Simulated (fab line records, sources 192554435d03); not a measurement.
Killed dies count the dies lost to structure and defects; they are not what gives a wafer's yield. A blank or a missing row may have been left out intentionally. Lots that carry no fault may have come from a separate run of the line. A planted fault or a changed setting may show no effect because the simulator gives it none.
The tool behind it: which one? | flow n5-finfet | route of 1938 steps, sampled at 1 step: 24 lots, 72 wafers

WHAT EACH GAUGE READ, for each wafer
N5_BEOL_M2_OVL_MEAS_29.
lot  | measured     | on         | V1_OVL (nm)
L074 | day 6 13:04  | overlay-02 | 0.8 0.5 1.2
L075 | day 6 23:51  | overlay-02 | -0.4 0.5 1.0
L076 | day 7 04:13  | overlay-02 | 0.2 0.2 0.2
L077 | day 7 10:32  | overlay-02 | -0.3 -0.2 0.2
L078 | day 7 12:22  | overlay-01 | 1.0 -0.2 0.0
L079 | day 7 21:14  | overlay-01 | -0.8 0.0 -0.9
L080 | day 7 21:41  | overlay-02 | 1.0 0.6 1.5
L082 | day 8 15:52  | overlay-02 | 0.1 -0.6 0.0
L081 | day 8 16:13  | overlay-01 | 2.5 0.6 1.0
L083 | day 9 04:52  | overlay-01 | 0.0 0.4 -0.2
L085 | day 9 07:43  | overlay-02 | 0.3 0.6 1.3
L084 | day 9 08:01  | overlay-02 | -0.2 0.0 -0.7
L086 | day 9 20:23  | overlay-01 | -0.1 0.1 -0.8
L088 | day 9 21:31  | overlay-02 | -0.1 0.2 0.3
L087 | day 10 02:52 | overlay-01 | -1.5 -0.7 -0.7
L089 | day 10 08:28 | overlay-01 | -0.6 0.0 -0.6
L090 | day 10 18:31 | overlay-02 | 0.0 1.2 0.2
L091 | day 11 04:07 | overlay-01 | -0.1 -0.1 0.0
L092 | day 11 05:08 | overlay-01 | 0.1 0.1 1.7
L093 | day 11 07:44 | overlay-01 | -0.4 0.2 -0.1
L094 | day 11 21:58 | overlay-01 | 0.3 -0.7 -0.3
L095 | day 12 05:31 | overlay-01 | 0.6 -0.1 0.6
L096 | day 12 10:07 | overlay-02 | 0.4 -0.1 0.3
L097 | day 12 10:25 | overlay-01 | -0.8 -0.6 0.3

EACH LOT AND THE TOOL THAT RAN IT (in order: tool; ch and the chambers of the sampled wafers; start)
The record holds no process step before these readings.

WHAT THE TOOLS THEMSELVES READ (means of the sampled wafers that have a number; where no wafer has one, the mark that the record gives instead)
The record holds no such reading with a usual standard deviation.

THE ANSWER, worked out from the rows above alone
Rule: the usual values come from the lots themselves. Put in order of their means at a reading, lots are off if they are a third of the lots or fewer, leave a main group of 4 or more, and stand apart from it by a gap of 3 or more times the standard deviation of the main group's means; of several such gaps the widest counts. Not used: any main group whose means are identical at the precision the tables above print for the reading. Also off: a lot with no number at a reading for which 4 or more lots have one. Any other lot the step has rows for is counted as sound. First the gauges in route order, then the tools' own readings, where a lot's mean is used as printed above. The first step at which some lot is off is used, and at that step the reading that is off furthest; a lot without a number counts as furthest.
None of the lots is off at any reading shown; this tells nothing.

WHAT HAD BEEN PUT IN BY THE SIMULATOR
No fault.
